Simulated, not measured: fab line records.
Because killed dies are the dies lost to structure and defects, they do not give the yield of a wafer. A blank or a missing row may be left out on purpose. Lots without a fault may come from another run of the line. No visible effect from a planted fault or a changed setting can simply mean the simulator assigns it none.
Split-lot trial + flow n5 finfet + 21 wafers read from 7 lots, route of 1938 steps

THE SPLIT ITSELF
At N5_BEOL_M3_EXPOSE_25 (exposes mask V2, defocus 5 nm), the setting dose mj was moved away from the recipe's 63 on 6 of the 21 wafers read, by -7.1% to +2.9%. For the rest of the wafers, this setting stayed at what the recipe calls for.

FROM THE SPLIT TO THE READING: what the file shows between them, 2 steps
- N5_BEOL_M3_PEB_26: peb time 60 s
- N5_BEOL_M3_DEVELOP_27: develop time 30 s

THE READING
cd nm, in nm, at N5_BEOL_M3_CD_MEAS_28 (target cd 25.7 nm, target cd y 23.3 nm). A value of 25.74 nm with a standard deviation of 0.24 nm is what fault-free wafers of this fab line usually give.

| wafer  | tool, chamber at the split | dose mj as run | against the recipe | cd nm, nm | against lot-mates on the recipe |
|--------|----------------------------|----------------|--------------------|-----------|---------------------------------|
| L079.2 | euv scanner-02, 0          | 63             | recipe             | 26.29     | -                               |
| L079.3 | euv scanner-02, 0          | 63             | recipe             | 25.64     | -                               |
| L079.4 | euv scanner-02, 0          | 63             | recipe             | 25.70     | -                               |
| L080.1 | euv scanner-02, 0          | 63             | recipe             | 25.97     | -                               |
| L080.2 | euv scanner-02, 0          | 64.6           | +2.5%              | 25.95     | +0.16                           |
| L080.4 | euv scanner-02, 0          | 63             | recipe             | 25.61     | -                               |
| L085.2 | euv scanner-01, 0          | 63             | recipe             | 25.49     | -                               |
| L085.4 | euv scanner-01, 0          | 63             | recipe             | 25.56     | -                               |
| L085.6 | euv scanner-01, 0          | 58.55          | -7.1%              | 24.11     | -1.41                           |
| L093.2 | euv scanner-02, 0          | 63             | recipe             | 26.18     | -                               |
| L093.3 | euv scanner-02, 0          | 61.5           | -2.4%              | 25.56     | -0.45                           |
| L093.4 | euv scanner-02, 0          | 63             | recipe             | 25.83     | -                               |
| L094.2 | euv scanner-01, 0          | 63             | recipe             | 25.79     | -                               |
| L094.5 | euv scanner-01, 0          | 63             | recipe             | 25.71     | -                               |
| L094.6 | euv scanner-01, 0          | 63             | recipe             | 25.60     | -                               |
| L095.2 | euv scanner-01, 0          | 63             | recipe             | 25.57     | -                               |
| L095.4 | euv scanner-01, 0          | 63             | recipe             | 25.88     | -                               |
| L095.5 | euv scanner-01, 0          | 64.82          | +2.9%              | 26.22     | +0.49                           |
| L097.1 | euv scanner-01, 0          | 59.7           | -5.2%              | 24.73     | -0.92                           |
| L097.3 | euv scanner-01, 0          | 63             | recipe             | 25.65     | -                               |
| L097.6 | euv scanner-01, 0          | 59.7           | -5.2%              | 24.06     | -1.59                           |

FIT RESULTS
A straight line over all 21 wafers: cd nm changes by +0.222 nm for each +1% of dose mj; r = +0.90; the points scatter about the line by 0.26 nm.
The same after taking each lot's own level away (the mean of its wafers on the recipe; 21 wafers): +0.204 nm for each +1%; r = +0.92; scatter 0.21 nm.
On that fit, the largest move of dose mj shifts the reading by 1.4 nm.
Across the lots, their own levels run from 25.525 to 26.005 nm, a range of 2.0 times the standard deviation given above.
The two slopes are in agreement: the lot-to-lot level therefore moves the slope only a little.
Check: for one of the wafers moved furthest among these (-7.1%), held out of the fit, the line's prediction against its lot-mates is -1.52 nm. It came out at -1.41 nm against them.

OTHER SPLITS ON THESE WAFERS
These wafers also went through other splits before the reading. Each is held against what the fit with the lots' levels taken away leaves over:
| other split on the same wafers      | wafers away from the commonest value | r with cd nm (lot level and that fit taken away) |
|-------------------------------------|--------------------------------------|--------------------------------------------------|
| N5_MOL_CONTACT_COAG_PECVD_31 temp c | 4                                    | +0.21                                            |
| N5_BEOL_M1_EXPOSE_25 dose mj        | 6                                    | +0.10                                            |
| N5_BEOL_M2_TRENCH_ETCH_37 bias w    | 3                                    | -0.31                                            |
| N5_BEOL_M3_COAT_67 spin rpm         | 11                                   | +0.11                                            |

FILE'S OWN FIT
cd nm changes by +0.199 nm for each +1% of dose mj, r = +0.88.
